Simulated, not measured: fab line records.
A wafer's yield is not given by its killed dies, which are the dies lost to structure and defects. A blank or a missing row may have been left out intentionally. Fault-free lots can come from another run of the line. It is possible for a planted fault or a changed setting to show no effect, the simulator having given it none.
fab line records	flow nandHarc
record lots=15	wafers=45	lastDay=34
route steps=1302 shown A_CHANNEL_HOLE_D2@583
lots that met no fault: taken from a fault-free run of the same line
startH: hours from the record's opening day to when the first of the lot's shown wafers began	waitH: hours elapsed since this lot's preceding step	" identical to the entry in the row above	L1.1+2: one row covering several wafers at once	- either no value or no given start	* or withheld: withheld	< > ~ a bound
route shown NAME@n: names a module that has steps shown in the file, with the first one's number in the route	usual: mean and standard deviation over wafers with no fault	same: alike in all rows	chamber/n: place in a boat	sites: per-site readings	_std_site: standard deviation across them	_edge_site: inner sites' mean taken away from outer sites' mean	radiusMm: how far each site lies from the wafer's centre	mask NAME#n: copy n	behind: the tool/chamber that last shaped the wafer	hold: why the lot went on hold/how many hours it stayed there/how the hold came to an end	device: which transistor (n, p or np) failed to switch	end of line: the route-end tests of the same wafers	where a step has no rows: the recipe by itself	killed: dies that structure and defects cost at the first sort, which is not the same as the wafer's yield	map: the dies of a wafer, with x for killed, . for not killed, _ for no die there
set.NAME: the setting the step ran with; set.NAME@STEP: the setting that earlier step ran with	model.NAME: the simulator's own value behind a step, which no gauge read
route steps across a sampled set of lots; one table per step, one row per wafer
services: when a tool's chamber went out of use (startH, in hours from the record's first day, below 0 if earlier), for how many hours, and the reason
## steps
# step NHARC_A_CHANNEL_HOLE_D2_OVL_MEAS_11
# usual overlayXNm=-0.2/0.79	overlayYNm=0.1/0.89
lot.wafer	tool	chamber	startH	waitH	overlayXNm	overlayYNm
L840.2	overlay-02	-	350.88	-	0.0	0.0
L840.4	"	-	"	"	0.2	0.1
L840.6	"	-	"	"	0.1	0.0
L843.1	overlay-01	-	378.94	-	1.0	0.6
L843.2	"	-	"	"	1.1	0.5
L843.6	"	-	"	"	1.2	0.7
L844.3	overlay-02	-	393.15	-	-0.8	0.2
L844.4	"	-	"	"	-0.3	-0.2
L844.5	"	-	"	"	-0.2	-0.3
L846.2	overlay-02	-	405.38	-	-0.1	1.9
L846.5	"	-	"	"	0.4	2.0
L846.6	"	-	"	"	-0.1	0.9
L845.2	overlay-02	-	406.10	-	-1.5	1.7
L845.3	"	-	"	"	-0.8	1.8
L845.5	"	-	"	"	-1.1	1.1
L848.1	overlay-02	-	426.83	-	0.5	-0.9
L848.2	"	-	"	"	-0.3	-0.2
L848.5	"	-	"	"	-0.4	-0.5
L849.2	overlay-01	-	426.99	-	0.0	-0.3
L849.3	"	-	"	"	0.2	0.0
L849.5	"	-	"	"	0.1	-0.3
L850.2	overlay-02	-	434.32	-	-0.7	-0.5
L850.4	"	-	"	"	-1.3	-0.2
L850.6	"	-	"	"	-0.4	-0.1
L852.1	overlay-02	-	452.05	-	-0.1	-1.5
L852.2	"	-	"	"	0.8	-1.0
L852.5	"	-	"	"	0.1	-1.6
L854.1	overlay-01	-	479.01	-	-0.5	-0.2
L854.3	"	-	"	"	-0.4	0.2
L854.6	"	-	"	"	-0.3	-0.4
L853.1	overlay-01	-	480.83	-	0.1	-0.8
L853.3	"	-	"	"	0.4	-0.4
L853.6	"	-	"	"	0.7	-0.5
L855.1	overlay-02	-	493.42	-	-1.1	0.3
L855.4	"	-	"	"	-0.3	-0.1
L855.5	"	-	"	"	-0.8	0.2
L856.1	overlay-02	-	500.93	-	0.5	1.6
L856.3	"	-	"	"	0.0	1.1
L856.6	"	-	"	"	0.4	1.3
L857.2	overlay-01	-	515.90	-	1.1	0.3
L857.4	"	-	"	"	1.3	0.1
L857.6	"	-	"	"	1.6	0.3
L858.1	overlay-02	-	530.04	-	0.2	-0.6
L858.3	"	-	"	"	0.3	-1.2
L858.5	"	-	"	"	-0.3	-0.9
# step NHARC_A_CHANNEL_HOLE_D2_ETCH_34
# recipe targetDepthA=1540	timeS=77	cf4FlowSccm=100	chf3FlowSccm=30	arFlowSccm=0	rfW=500	biasW=200	chemistry=CF4/CHF3
# usual biasW=200.0/0.59	cf4FlowSccm=100.0/0.3	chf3FlowSccm=30.00/0.098	drypumpMotorCurrentA=5.6/0.47	oesProductAu=0.958/0.023	rfVppV=370.0/2	showerheadPlenumPTorr=1.56/0.054	throttleValvePct=16.803/0.0093
lot.wafer	tool	chamber	startH	waitH	biasW	cf4FlowSccm	chf3FlowSccm	drypumpMotorCurrentA	oesProductAu	rfHoursCounterH	rfVppV	showerheadPlenumPTorr	throttleValvePct
L840.2	rieDiel-08	0	-	-	199.8	100.8	29.98	5.6	0.961	9.5	370.7	1.53	16.794
L840.4	"	2	"	"	200.1	100.0	30.07	5.5	0.968	9.7	368.2	1.49	16.805
L840.6	"	0	"	"	200.3	100.3	30.06	5.6	0.952	-	369.6	1.53	16.804
L843.1	rieDiel-04	2	-	-	200.1	100.5	29.96	5.8	0.990	0.8	372.0	1.63	16.794
L843.2	"	0	"	"	200.3	100.2	30.13	6.2	0.952	1.3	372.1	1.61	16.804
L843.6	"	3	"	"	198.4	99.9	30.05	5.1	0.943	-	370.9	1.55	16.796
L844.3	rieDiel-08	1	-	-	200.8	100.0	30.15	5.0	0.972	0.7	370.2	1.55	16.804
L844.5	"	1	"	"	200.9	100.0	30.02	5.0	0.978	-	369.8	1.55	16.805
L844.4	"	2	"	"	200.0	100.4	29.98	5.5	0.983	-	366.9	1.49	16.793
L846.2	rieDiel-08	1	-	-	200.1	99.5	30.01	5.0	0.953	1.7	369.3	1.55	16.803
L846.6	"	2	"	"	200.8	99.7	30.21	5.5	0.973	-	366.5	1.49	16.801
L846.5	"	3	"	"	198.9	99.7	30.02	5.7	0.965	-	373.0	1.64	16.797
L845.3	rieDiel-09	2	-	-	200.6	100.1	30.02	5.0	0.948	5.0	369.2	1.53	16.801
L845.2	"	3	"	"	200.5	99.9	30.10	6.8	0.967	5.5	372.4	1.60	16.802
L845.5	"	1	"	"	201.1	100.0	30.02	5.8	0.939	-	367.6	1.46	16.792
L848.2	rieDiel-09	2	-	-	199.5	99.3	29.92	5.0	0.910	6.5	367.6	1.53	16.788
L848.1	"	3	"	"	200.5	100.0	29.96	6.8	0.936	7.4	372.1	1.60	16.815
L848.5	"	3	"	"	199.8	99.9	30.04	6.8	0.923	-	372.0	1.60	16.810
L849.2	rieDiel-09	2	-	-	198.2	99.8	30.05	5.0	0.931	6.6	368.9	1.53	16.810
L849.3	"	3	"	"	200.3	100.2	30.11	6.8	0.937	7.4	370.2	1.60	16.807
L849.5	"	0	"	"	200.2	100.2	29.87	5.7	0.909	-	369.2	1.52	16.799
L850.2	rieDiel-08	0	-	-	199.1	100.1	29.93	5.6	0.967	2.5	368.7	1.53	16.814
L850.4	"	3	"	"	199.5	99.8	30.21	5.7	0.973	3.0	373.2	1.64	16.799
L850.6	"	1	"	"	199.8	100.2	29.99	5.0	0.986	-	369.4	1.55	16.815
L852.2	rieDiel-08	2	-	-	199.8	99.7	29.87	5.5	0.930	4.7	368.1	1.49	16.788
L852.1	"	3	"	"	200.2	99.6	30.06	5.7	0.921	4.9	372.8	1.64	16.813
L852.5	"	2	"	"	200.1	99.6	29.87	5.5	0.943	-	367.6	1.49	16.812
L854.1	rieDiel-08	3	-	-	200.1	99.7	30.04	5.7	0.963	6.1	371.7	1.64	16.792
L854.3	"	0	"	"	199.2	99.7	29.91	5.6	0.956	5.3	369.6	1.53	16.792
L854.6	"	2	"	"	200.9	99.4	30.15	5.5	0.955	-	367.0	1.49	16.794
L853.3	rieDiel-04	2	-	-	200.0	99.8	30.29	5.8	0.987	7.9	372.1	1.63	16.821
L853.1	"	0	"	"	200.9	100.4	29.99	6.2	0.964	8.0	371.1	1.61	16.803
L853.6	"	2	"	"	199.8	100.3	30.10	5.8	0.982	-	373.3	1.63	16.800
L855.1	rieDiel-08	3	-	-	199.0	100.0	29.89	5.7	1.002	7.2	372.6	1.64	16.813
L855.4	"	1	"	"	200.2	99.8	30.02	5.0	0.978	7.4	369.9	1.55	16.794
L855.5	"	3	"	"	199.8	100.2	29.98	5.6	0.999	-	371.5	1.64	16.799
L856.3	rieDiel-08	3	-	-	199.7	100.0	29.99	5.7	0.965	8.2	372.8	1.64	16.804
L856.1	"	1	"	"	199.9	99.4	30.14	5.0	0.947	8.2	370.2	1.55	16.798
L856.6	"	0	"	"	199.9	100.3	30.10	5.6	0.915	-	369.1	1.52	16.806
L857.2	rieDiel-08	3	-	-	201.1	99.6	29.82	5.7	0.974	9.5	371.8	1.64	16.822
L857.4	"	0	"	"	201.0	99.6	30.00	5.6	0.963	8.6	368.5	1.52	16.815
L857.6	"	3	"	"	200.7	99.8	30.05	5.7	0.975	-	372.6	1.64	16.808
L858.3	rieDiel-04	0	-	-	200.3	99.8	30.15	6.2	0.922	11.4	369.8	1.61	16.805
L858.1	"	1	"	"	199.7	99.7	29.88	5.7	0.940	11.0	370.0	1.53	16.794
L858.5	"	2	"	"	199.6	100.1	29.94	5.8	0.935	-	373.9	1.63	16.793
# step NHARC_A_CHANNEL_HOLE_D2_CD_MEAS_18
# usual cdNm=98/3.1
lot.wafer	tool	chamber	startH	waitH	cdNm
L840.2	cdSem-03	-	352.09	-	94
L840.4	"	-	"	"	96
L840.6	"	-	"	"	97
L843.1	cdSem-02	-	380.15	-	93
L843.2	"	-	"	"	102
L843.6	"	-	"	"	104
L844.3	cdSem-02	-	394.57	-	94
L844.4	"	-	"	"	101
L844.5	"	-	"	"	102
L846.2	cdSem-02	-	406.59	-	98
L846.5	"	-	"	"	93
L846.6	"	-	"	"	99
L845.2	cdSem-03	-	407.30	-	101
L845.3	"	-	"	"	97
L845.5	"	-	"	"	102
L848.1	cdSem-03	-	429.00	-	100
L848.2	"	-	"	"	102
L848.5	"	-	"	"	100
L849.2	cdSem-01	-	429.70	-	100
L849.3	"	-	"	"	100
L849.5	"	-	"	"	103
L850.2	cdSem-02	-	435.53	-	97
L850.4	"	-	"	"	96
L850.6	"	-	"	"	99
L852.1	cdSem-01	-	453.25	-	98
L852.2	"	-	"	"	97
L852.5	"	-	"	"	97
L854.1	cdSem-03	-	480.21	-	100
L854.3	"	-	"	"	94
L854.6	"	-	"	"	99
L853.1	cdSem-03	-	482.03	-	97
L853.3	"	-	"	"	99
L853.6	"	-	"	"	99
L855.1	cdSem-03	-	494.62	-	96
L855.4	"	-	"	"	97
L855.5	"	-	"	"	99
L856.1	cdSem-01	-	502.13	-	97
L856.3	"	-	"	"	97
L856.6	"	-	"	"	95
L857.2	cdSem-02	-	517.12	-	95
L857.4	"	-	"	"	99
L857.6	"	-	"	"	97
L858.1	cdSem-03	-	531.24	-	98
L858.3	"	-	"	"	97
L858.5	"	-	"	"	101
# step NHARC_A_CHANNEL_HOLE_D2_ETCH_25
# recipe biasV=5000	sourceW=withheld	pressureMtorr=20	timeS=1040.2	arFlowSccm=375	c4f8FlowSccm=93.8	o2FlowSccm=31.2	tempC=-20	targetDepthA=15000	chemistry=C4F8/O2/Ar
# usual c4f8FlowSccm=93.82/0.3	chamberPressureMTorr=19.999/0.019	drypumpMotorCurrentA=5.8/0.47	heBacksideLeakSccm=6.1/0.81	showerheadPlenumPTorr=3.70/0.16	throttleValvePct=32.234/0.009
lot.wafer	tool	chamber	startH	waitH	c4f8FlowSccm	chamberPressureMTorr	drypumpMotorCurrentA	heBacksideLeakSccm	rfHoursCounterH	showerheadPlenumPTorr	throttleValvePct
L840.2	harEtch-01	1	358.51	0.6	93.37	20.003	5.7	5.4	186	3.68	32.241
L840.4	"	1	"	"	93.98	19.945	5.6	5.0	-	3.68	32.231
L840.6	"	1	"	"	94.02	20.001	5.7	5.1	-	3.68	32.242
L843.1	harEtch-01	1	383.11	0.6	-	-	-	-	-	-	-
L843.2	"	0	"	"	-	-	-	-	-	-	-
L843.6	"	1	"	"	-	-	-	-	-	-	-
L844.3	harEtch-01	1	398.31	0.7	-	-	-	-	-	-	-
L844.4	"	0	"	"	-	-	-	-	-	-	-
L844.5	"	1	"	"	-	-	-	-	-	-	-
L846.2	harEtch-01	1	409.72	0.7	-	-	-	-	-	-	-
L846.6	"	0	"	"	-	-	-	-	-	-	-
L846.5	"	1	"	"	-	-	-	-	-	-	-
L845.2	harEtch-02	0	412.70	0.7	93.92	19.982	6.5	5.9	14	3.92	32.225
L845.3	"	1	"	"	93.86	20.012	5.7	5.1	-	3.92	32.231
L845.5	"	1	"	"	93.72	20.021	5.7	4.9	-	3.92	32.234
L848.1	harEtch-02	1	431.97	0.6	93.59	19.974	5.7	5.1	26	3.91	32.235
L848.2	"	0	"	"	94.07	19.989	6.5	6.1	26	3.91	32.240
L848.5	"	0	"	"	93.95	19.970	6.5	7.8	-	3.91	32.223
L849.2	harEtch-01	0	432.68	0.6	93.75	20.015	5.2	6.8	236	3.63	32.238
L849.3	"	1	"	"	94.10	19.974	5.7	5.8	-	3.65	32.237
L849.5	"	1	"	"	93.70	19.956	5.6	5.8	-	3.65	32.235
L850.2	harEtch-02	1	438.51	0.6	93.52	20.021	5.7	4.7	29	3.91	32.247
L850.4	"	1	"	"	93.54	20.007	5.7	4.6	-	3.91	32.257
L850.6	"	1	"	"	93.61	20.040	5.7	4.8	-	3.91	32.244
L852.1	harEtch-02	1	457.05	0.6	93.90	19.987	5.7	5.0	41	3.90	32.231
L852.2	"	0	"	"	93.25	19.990	6.5	5.6	41	3.91	32.235
L852.5	"	0	"	"	93.38	19.979	6.5	5.6	-	3.90	32.230
L854.1	harEtch-02	0	483.19	0.6	93.54	19.994	6.5	6.0	52	3.90	32.237
L854.3	"	1	"	"	93.73	19.997	5.7	5.3	-	3.90	32.234
L854.6	"	1	"	"	93.92	20.004	5.7	5.1	-	3.90	32.224
L853.1	harEtch-01	0	485.00	0.6	94.00	19.981	5.2	7.5	263	3.61	32.241
L853.3	"	0	"	"	94.21	20.012	5.2	7.4	-	3.61	32.228
L853.6	"	0	"	"	94.45	20.002	5.2	7.3	-	3.61	32.229
L855.1	harEtch-01	1	497.71	0.7	93.93	20.014	5.6	6.0	270	3.63	32.236
L855.4	"	0	"	"	93.81	19.987	5.2	7.1	-	3.61	32.239
L855.5	"	1	"	"	93.96	19.983	5.6	6.3	-	3.63	32.217
L856.1	harEtch-02	0	505.09	0.6	93.65	20.019	6.5	5.7	64	3.89	32.240
L856.3	"	1	"	"	93.29	19.987	5.7	5.1	-	3.89	32.240
L856.6	"	0	"	"	93.75	19.980	6.5	5.4	-	3.89	32.242
L857.2	harEtch-02	0	520.62	0.6	93.65	20.029	6.5	6.7	76	3.88	32.234
L857.4	"	1	"	"	93.80	20.012	5.7	5.2	-	3.88	32.234
L857.6	"	1	"	"	93.92	20.038	5.8	5.2	-	3.89	32.234
L858.1	harEtch-01	0	534.36	0.7	94.19	19.984	5.2	7.4	289	3.60	32.245
L858.3	"	1	"	"	93.35	19.989	5.7	6.0	-	3.62	32.238
L858.5	"	1	"	"	93.71	20.035	5.6	6.2	-	3.62	32.225
# step NHARC_A_CHANNEL_HOLE_D2_CD_MEAS_31
# usual cdNm=89.7/1.5
lot.wafer	tool	chamber	startH	waitH	cdNm
L840.2	cdSem-03	-	361.36	0.1	88.3
L840.4	"	-	"	"	90.4
L840.6	"	-	"	"	89.5
L843.1	cdSem-01	-	385.79	-	-0.3
L843.2	"	-	"	"	1.1
L843.6	"	-	"	"	1.1
L844.3	cdSem-01	-	400.79	-	0.8
L844.4	"	-	"	"	-0.1
L844.5	"	-	"	"	2.1
L846.2	cdSem-02	-	412.19	-	-0.4
L846.5	"	-	"	"	-0.5
L846.6	"	-	"	"	-0.8
L845.2	cdSem-03	-	415.18	-	91.2
L845.3	"	-	"	"	88.1
L845.5	"	-	"	"	90.4
L848.1	cdSem-01	-	434.59	-	88.8
L848.2	"	-	"	"	92.5
L848.5	"	-	"	"	89.6
L849.2	cdSem-01	-	435.30	-	87.1
L849.3	"	-	"	"	90.2
L849.5	"	-	"	"	89.9
L850.2	cdSem-02	-	441.14	-	89.5
L850.4	"	-	"	"	90.3
L850.6	"	-	"	"	90.5
L852.1	cdSem-02	-	459.67	-	90.4
L852.2	"	-	"	"	85.8
L852.5	"	-	"	"	86.5
L854.1	cdSem-03	-	485.81	-	91.8
L854.3	"	-	"	"	90.5
L854.6	"	-	"	"	90.3
L853.1	cdSem-01	-	487.62	-	89.7
L853.3	"	-	"	"	89.3
L853.6	"	-	"	"	91.4
L855.1	cdSem-01	-	500.19	-	89.9
L855.4	"	-	"	"	89.7
L855.5	"	-	"	"	88.0
L856.1	cdSem-01	-	507.72	-	87.0
L856.3	"	-	"	"	89.6
L856.6	"	-	"	"	91.3
L857.2	cdSem-01	-	523.23	-	89.1
L857.4	"	-	"	"	91.0
L857.6	"	-	"	"	91.6
L858.1	cdSem-02	-	536.83	-	90.7
L858.3	"	-	"	"	90.5
L858.5	"	-	"	"	90.3
# step NHARC_A_CHANNEL_HOLE_D2_XSEM_32
# recipe landingEnergyEv=35000
# usual botCdNm=74.4/1.6	bowNm=8.65/0.27	tiltDeg=0.07/0.059
lot.wafer	tool	chamber	startH	waitH	botCdNm	bowNm	tiltDeg
L840.2	xsem-02	0	361.46	0.1	72.2	8.39	0.03
L840.4	"	0	"	"	74.9	8.45	0.03
L840.6	"	0	"	"	74.2	8.41	0.03
L843.1	xsem-02	0	385.88	0.1	0.0	0.73	0.02
L843.2	"	0	"	"	1.0	0.73	0.02
L843.6	"	0	"	"	0.7	0.74	0.02
L844.3	xsem-01	0	400.88	0.1	0.9	0.94	0.07
L844.4	"	0	"	"	0.0	0.97	0.07
L844.5	"	0	"	"	1.7	0.95	0.07
L846.2	xsem-01	0	412.28	0.1	0.0	0.38	0.14
L846.5	"	0	"	"	0.0	0.38	0.14
L846.6	"	0	"	"	0.0	0.38	0.14
L845.2	xsem-02	0	415.28	0.1	75.8	8.58	0.05
L845.3	"	0	"	"	73.3	8.65	0.05
L845.5	"	0	"	"	75.6	8.61	0.05
L848.1	xsem-02	0	434.69	0.1	73.6	8.60	0.02
L848.2	"	0	"	"	77.1	8.64	0.02
L848.5	"	0	"	"	75.0	8.62	0.02
L849.2	xsem-01	0	435.38	0.1	71.4	8.17	0.11
L849.3	"	0	"	"	74.7	8.11	0.11
L849.5	"	0	"	"	75.0	8.17	0.11
L850.2	xsem-02	0	441.23	0.1	74.2	8.63	0.01
L850.4	"	0	"	"	74.8	8.67	0.01
L850.6	"	0	"	"	74.7	8.62	0.01
L852.1	xsem-02	0	459.76	0.1	74.8	8.90	0.06
L852.2	"	0	"	"	70.8	8.85	0.06
L852.5	"	0	"	"	71.1	8.77	0.06
L854.1	xsem-02	0	485.90	0.1	77.3	8.39	-0.04
L854.3	"	0	"	"	75.8	8.38	-0.03
L854.6	"	0	"	"	75.9	8.39	-0.03
L853.1	xsem-01	0	487.71	0.1	74.4	8.72	0.21
L853.3	"	0	"	"	73.9	8.70	0.21
L853.6	"	0	"	"	75.9	8.66	0.21
L855.1	xsem-01	0	500.28	0.1	75.4	8.55	-0.03
L855.4	"	0	"	"	74.4	8.54	-0.03
L855.5	"	0	"	"	72.9	8.51	-0.03
L856.1	xsem-02	0	507.81	0.1	71.0	8.61	0.06
L856.3	"	0	"	"	74.0	8.64	0.07
L856.6	"	0	"	"	75.4	8.59	0.07
L857.2	xsem-02	0	523.32	0.1	73.9	9.06	0.07
L857.4	"	0	"	"	75.8	9.11	0.07
L857.6	"	0	"	"	76.5	9.22	0.06
L858.1	xsem-01	0	536.91	0.1	76.5	8.88	0.04
L858.3	"	0	"	"	76.2	8.90	0.04
L858.5	"	0	"	"	74.8	8.88	0.04
## services
tool	chamber	startH	hours	kind
rieDiel-08	0	347.22	-	clean
rieDiel-08	1	347.22	-	clean
rieDiel-08	2	347.22	-	clean
rieDiel-08	3	347.22	-	clean
rieDiel-09	0	352.51	16.5	repair
rieDiel-04	-	354.90	9.0	pm
rieDiel-08	-	367.90	9.0	pm
rieDiel-08	0	367.90	9.0	ventCycle
rieDiel-08	1	367.90	9.0	ventCycle
rieDiel-08	2	367.90	9.0	ventCycle
xsem-01	-	374.00	14.0	pm
harEtch-02	-	377.00	17.0	pm
rieDiel-09	-	384.17	0.9	repair
rieDiel-08	-	384.46	0.8	repair
rieDiel-08	0	392.94	8.6	repair
rieDiel-09	0	414.24	6.0	repair
rieDiel-09	1	426.40	12.0	repair
rieDiel-09	3	458.37	10.4	repair
rieDiel-08	3	468.15	4.8	repair
rieDiel-09	3	471.46	5.5	repair
rieDiel-09	3	484.33	11.9	repair
rieDiel-09	-	497.59	9.0	pm
rieDiel-09	-	531.29	6.0	repair
rieDiel-04	-	531.90	9.0	pm
## key
firstSign step=NHARC_A_CHANNEL_HOLE_D2_ETCH_25	reading=toolRecord	direction=missing
effect step=NHARC_A_CHANNEL_HOLE_D2_CD_MEAS_31	reading=cdNm	direction=down	sigmas=60	usual=89.7	struck=0.3
effect step=NHARC_A_CHANNEL_HOLE_D2_XSEM_32	reading=botCdNm	direction=down	sigmas=47	usual=74.4	struck=0.5
metAt NHARC_A_CHANNEL_HOLE_D2_ETCH_25
struckLots L843,L844,L846
laterRowsLeftOut L843.1,L843.2,L843.6,L844.3,L844.4,L844.5,L846.2,L846.5,L846.6
sortLeftOut L843.1,L843.2,L843.6,L844.3,L844.4,L844.5,L846.2,L846.5,L846.6
testerLeftOut L843,L844,L846
notActingAt NHARC_A_CHANNEL_HOLE_D2_OVL_MEAS_11,NHARC_A_CHANNEL_HOLE_D2_ETCH_34,NHARC_A_CHANNEL_HOLE_D2_CD_MEAS_18
onsetBetween 358.51 383.11
fault kind=skippedStepWhole	tool=harEtch-01	chamber=-	onsetH=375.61	steps=NHARC_A_CHANNEL_HOLE_D2_ETCH_25	scope=struckLotsOnly
# testerLeftOut: of these lots the tester's yield and bins aren't shown, on N5 and GAA mostly nor the transistor test; their killed dies are dies lost to structure and defects alone, not to doping, threshold or leakage, so they don't give the yield
# sortLeftOut: the simulated sort isn't trusted on such a fault, so these wafers' sort isn't shown, and their yield isn't known
# laterRowsLeftOut: the simulator's readings of these wafers behind a module that went badly wrong aren't trusted and aren't shown, but for the sort
